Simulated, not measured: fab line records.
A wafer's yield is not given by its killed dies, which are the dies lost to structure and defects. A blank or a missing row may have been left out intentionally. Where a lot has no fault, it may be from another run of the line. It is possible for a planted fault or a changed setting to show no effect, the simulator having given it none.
Chamber matching -- flow nand-harc -- pecvd-02 running NHARC_P_M0_DEP_32: 3 sister chambers
The step deposits SiCN, target thk 30 nm. 14 wafers are shown with their chamber, then 7 later ones without.

## EACH WAFER AND ITS CHAMBER
wafer,chamber,heater-power-w (W)
L074.1,0,433
L074.2,2,668
L074.6,1,651
L075.1,0,464
L075.3,1,699
L075.5,1,695
L078.2,0,479
L078.5,1,642
L078.6,0,478
L083.3,2,699
L083.5,1,615
L083.6,2,703
L093.2,0,502
L093.4,0,499

SIGNATURES (means of the wafers above)
reading,chamber 0,chamber 1,chamber 2,scatter within a chamber
heater-power-w,475.83,660.40,690.00,28.8
Rule: distance of a wafer from a chamber = root of the sum over the readings of ((wafer's reading minus chamber's mean) / reading's scatter) squared. The wafer belongs to the nearest chamber; if the next one is less than 2 further off, it can't be placed. How the scatter is found: for the shown wafers, subtract from each reading the mean of its chamber, square and add these, divide the total by (wafers less chambers), then take the root.

## WAFERS WITHOUT THEIR CHAMBER
wafer,heater-power-w (W)
L093.5,602
L096.1,573
L096.3,656
L096.5,592
L094.3,464
L094.4,691
L094.5,471

## WHICH CHAMBER EACH ONE RAN IN
wafer,from the rows above,in truth
L093.5,can't be placed: 1 or 2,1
L096.1,can't be placed: 1 or 0 or 2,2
L096.3,can't be placed: 1 or 2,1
L096.5,can't be placed: 1 or 2 or 0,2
L094.3,0,0
L094.4,can't be placed: 2 or 1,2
L094.5,0,0
Correctly placed: 2 of 7. Not placeable from these rows: 5 (in 5, the candidates include the true chamber). Number placed wrongly: 0.
